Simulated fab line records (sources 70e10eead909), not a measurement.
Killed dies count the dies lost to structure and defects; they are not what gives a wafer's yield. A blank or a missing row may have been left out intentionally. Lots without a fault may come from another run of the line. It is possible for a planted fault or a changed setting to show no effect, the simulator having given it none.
The tool behind it: which one?    flow nand_harc    33 wafers from 11 lots sampled at 4 of the route's 1302 steps

## WHAT THE GAUGES SHOWED, per wafer
The record lacks any reading of a measuring or inspecting step that a usual standard deviation could be used to judge.

## WHAT TOOL EACH LOT RAN ON (gives the tool, then ch and the chambers of the sampled wafers, and finally the start)
lot   NHARC_A_CHANNEL_HOLE_D2_STRIP_28               NHARC_A_CHANNEL_FILL_D2_ALD_02    NHARC_A_CHANNEL_FILL_D2_ANNEAL_22  NHARC_A_CHANNEL_FILL_D2_STRIP_29
L134  rie_diel-10 ch 0,1, day 14 12:34 or earlier    ald_hk-02 ch 0,1, day 14 12:34    furnace-08 ch 0, day 15 22:17      rie_diel-04 ch 1,2,3, no start
L136  rie_diel-10 ch 0,2,3, day 14 17:19 or earlier  ald_hk-03 ch 2,3, day 14 17:19    furnace-08 ch 0, day 15 22:17      rie_diel-04 ch 0,2,3, no start
L137  rie_diel-10 ch 0,1,3, day 15 01:37 or earlier  ald_hk-02 ch 1,2,3, day 15 01:37  furnace-05 ch 0, day 16 09:14      rie_diel-08 ch 0,1,2, no start
L138  rie_diel-10 ch 0,1,2, day 15 09:55 or earlier  ald_hk-03 ch 0,1,3, day 15 09:55  furnace-08 ch 0, day 16 19:33      rie_diel-05 ch 1,2,3, no start
L145  rie_diel-03 ch 2,3, day 18 10:19 or earlier    ald_hk-03 ch 0,1,2, day 18 10:19  furnace-08 ch 0, day 19 17:44      rie_diel-08 ch 0,1,3, no start
L146  rie_diel-03 ch 1,2,3, day 18 18:40 or earlier  ald_hk-03 ch 0,1, day 18 18:40    furnace-08 ch 0, day 20 03:26      rie_diel-08 ch 0,3, no start
L147  rie_diel-10 ch 0,1,3, day 19 14:04 or earlier  ald_hk-02 ch 0,2,3, day 19 14:04  furnace-05 ch 0, day 20 22:59      rie_diel-08 ch 1,3, no start
L149  rie_diel-10 ch 1,3, day 20 01:50 or earlier    ald_hk-03 ch 0,2,3, day 20 01:50  furnace-05 ch 0, day 21 12:31      rie_diel-05 ch 0,2,3, no start
L153  rie_diel-10 ch 1,2,3, day 22 02:34 or earlier  ald_hk-03 ch 0,2,3, day 22 02:34  furnace-07 ch 0, day 23 15:19      rie_diel-05 ch 1,2,3, no start
L154  rie_diel-03 ch 0,3, day 22 12:33 or earlier    ald_hk-03 ch 0,3, day 22 12:33    furnace-07 ch 0, day 23 23:50      rie_diel-08 ch 0,3, no start
L156  rie_diel-03 ch 0,2,3, day 23 15:50 or earlier  ald_hk-03 ch 0,1,2, day 23 15:50  furnace-07 ch 0, day 24 23:58      rie_diel-08 ch 0,1,3, no start
- NHARC_A_CHANNEL_HOLE_D2_STRIP_28: strips in O2.
- NHARC_A_CHANNEL_FILL_D2_ALD_02: deposits SiO2, target thk 6 nm, pulse time 10 s, ald cycles 60.
- NHARC_A_CHANNEL_FILL_D2_ANNEAL_22: time 7200 s.
- NHARC_A_CHANNEL_FILL_D2_STRIP_29: strips in O2, time 20 s.

## AS READ BY THE TOOLS THEMSELVES (means over the sampled wafers that have a number; for cases with no such wafer, the mark the record gives instead)
NHARC_A_CHANNEL_HOLE_D2_STRIP_28.
lot   tool         drypump_motor_current_A (A)  oes_product_au (a.u.)  rf_vpp_V (V)  showerhead_plenum_p_Torr (Torr)  throttle_valve_pct (%)
L134  rie_diel-10  5.8                          1.001                  58.4          3.59                             17.033
L136  rie_diel-10  5.6                          1.012                  57.8          3.54                             17.052
L137  rie_diel-10  5.9                          1.006                  57.9          3.62                             17.044
L138  rie_diel-10  5.5                          1.002                  57.6          3.51                             17.038
L145  rie_diel-03  6.5                          1.008                  57.7          3.57                             17.036
L146  rie_diel-03  6.3                          1.001                  57.7          3.54                             17.041
L147  rie_diel-10  5.9                          0.994                  58.4          3.62                             17.037
L149  rie_diel-10  6.1                          0.995                  58.0          3.67                             17.036
L153  rie_diel-10  5.6                          0.995                  57.4          3.56                             17.036
L154  rie_diel-03  5.7                          0.995                  57.2          3.65                             17.042
L156  rie_diel-03  6.1                          1.001                  57.6          3.61                             17.044

NHARC_A_CHANNEL_FILL_D2_ALD_02.
lot   tool       heater_power_w (W)  precursor_pulse_height_rel
L134  ald_hk-02  441                 0.994
L136  ald_hk-03  484                 1.015
L137  ald_hk-02  490                 0.999
L138  ald_hk-03  466                 1.002
L145  ald_hk-03  483                 0.991
L146  ald_hk-03  488                 1.011
L147  ald_hk-02  453                 1.002
L149  ald_hk-03  467                 0.994
L153  ald_hk-03  464                 1.000
L154  ald_hk-03  450                 1.003
L156  ald_hk-03  489                 1.008

NHARC_A_CHANNEL_FILL_D2_ANNEAL_22.
lot   tool        spike_tc_bottom_C (C)  spike_tc_centre_C (C)  spike_tc_lower_C (C)  spike_tc_top_C (C)  spike_tc_upper_C (C)  tube_center_temp_C (C)  tube_center_temp_C_max
L134  furnace-08  638                    617.9                  621.1                 639.0               621.8                 620.03                  621.84
L136  furnace-08  639                    619.0                  621.4                 638.4               619.5                 620.07                  621.91
L137  furnace-05  640                    621.6                  621.2                 636.5               621.8                 620.08                  621.75
L138  furnace-08  639                    619.4                  620.8                 638.3               620.2                 620.01                  621.70
L145  furnace-08  625                    604.7                  606.2                 624.5               606.5                 605.62                  607.08
L146  furnace-08  625                    605.3                  606.9                 623.8               605.7                 605.55                  607.25
L147  furnace-05  639                    621.3                  621.5                 635.9               622.0                 619.96                  621.47
L149  furnace-05  640                    622.1                  620.9                 635.0               621.2                 620.06                  621.90
L153  furnace-07  646                    621.2                  621.6                 641.6               620.2                 619.96                  621.49
L154  furnace-07  646                    622.2                  621.9                 640.8               621.6                 619.97                  621.48
L156  furnace-07  646                    619.9                  622.4                 641.7               620.9                 620.00                  621.34

NHARC_A_CHANNEL_FILL_D2_STRIP_29.
lot   tool         drypump_motor_current_A (A)  oes_product_au (a.u.)  rf_vpp_V (V)  showerhead_plenum_p_Torr (Torr)  throttle_valve_pct (%)
L134  rie_diel-04  5.9                          0.998                  56.6          3.52                             17.023
L136  rie_diel-04  5.9                          1.002                  57.8          3.47                             17.039
L137  rie_diel-08  5.5                          0.996                  57.9          3.42                             17.024
L138  rie_diel-05  5.7                          0.991                  58.4          3.66                             17.037
L145  rie_diel-08  5.4                          1.003                  57.6          3.40                             17.034
L146  rie_diel-08  5.3                          1.002                  56.8          3.45                             17.039
L147  rie_diel-08  5.5                          0.999                  57.7          3.40                             17.026
L149  rie_diel-05  5.6                          1.001                  57.8          3.55                             17.032
L153  rie_diel-05  5.7                          0.994                  57.5          3.66                             17.030
L154  rie_diel-08  5.3                          1.000                  57.4          3.45                             17.041
L156  rie_diel-08  5.4                          0.996                  57.5          3.40                             17.037

## THE ANSWER, worked out from the rows above alone
Rule: what is usual is taken from the lots themselves. The widest of any qualifying gaps counts: lots, ordered by their means at a reading, are off when they make up no more than a third of the lots, leave a main group of 4 or more, and stand apart from it by 3 or more times the standard deviation of that group's means. If all means in a main group match to the digits the tables above print for the reading, that group is not used. Also off: a lot with no number at a reading for which 4 or more lots have one. All remaining lots with rows at the step are treated as sound. First the gauges in route order, then the tools' own readings, where a lot's mean is used as printed above. The first step at which some lot is off is used, and at that step the reading that is off furthest; a lot without a number counts as furthest.
Off at NHARC_A_CHANNEL_FILL_D2_ANNEAL_22 (tube_center_temp_C): L145, L146. The main group: mean 620.02 C, standard deviation 0.044.
A tool fits if, at that step or a process step before it, it ran every lot that is off, and no sound lot after the first of them. Because NHARC_A_CHANNEL_HOLE_D2_STRIP_28 lacks a start for some lots, the hours and order of its lots are taken from NHARC_A_CHANNEL_FILL_D2_ALD_02. One fits: furnace-08 at NHARC_A_CHANNEL_FILL_D2_ANNEAL_22. A fault onset in the window from L138 (day 16 19:33, its last sound lot) to L145 (day 19 17:44, its first lot off) fits.
The tool's own readings at NHARC_A_CHANNEL_FILL_D2_ANNEAL_22 bear it out: on the lots that are off they differ by more than 5 times the standard deviation of the sound lots' means. spike_tc_bottom_C reads 625 C there against 641 C on the sound lots; spike_tc_centre_C reads 605.0 C there against 620.5 C on the sound lots; spike_tc_lower_C reads 606.5 C there against 621.4 C on the sound lots; spike_tc_top_C reads 624.1 C there against 638.6 C on the sound lots; spike_tc_upper_C reads 606.1 C there against 621.0 C on the sound lots; tube_center_temp_C reads 605.59 C there against 620.02 C on the sound lots; tube_center_temp_C_max reads 607.16 there against 621.65 on the sound lots.

## WHAT HAD BEEN PUT IN BY THE SIMULATOR
Drift in process parameters on furnace-08 at NHARC_A_CHANNEL_FILL_D2_ANNEAL_22, starting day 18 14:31. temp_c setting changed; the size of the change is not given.
Lots struck among those shown: L145, L146. Same finding as the rule above.
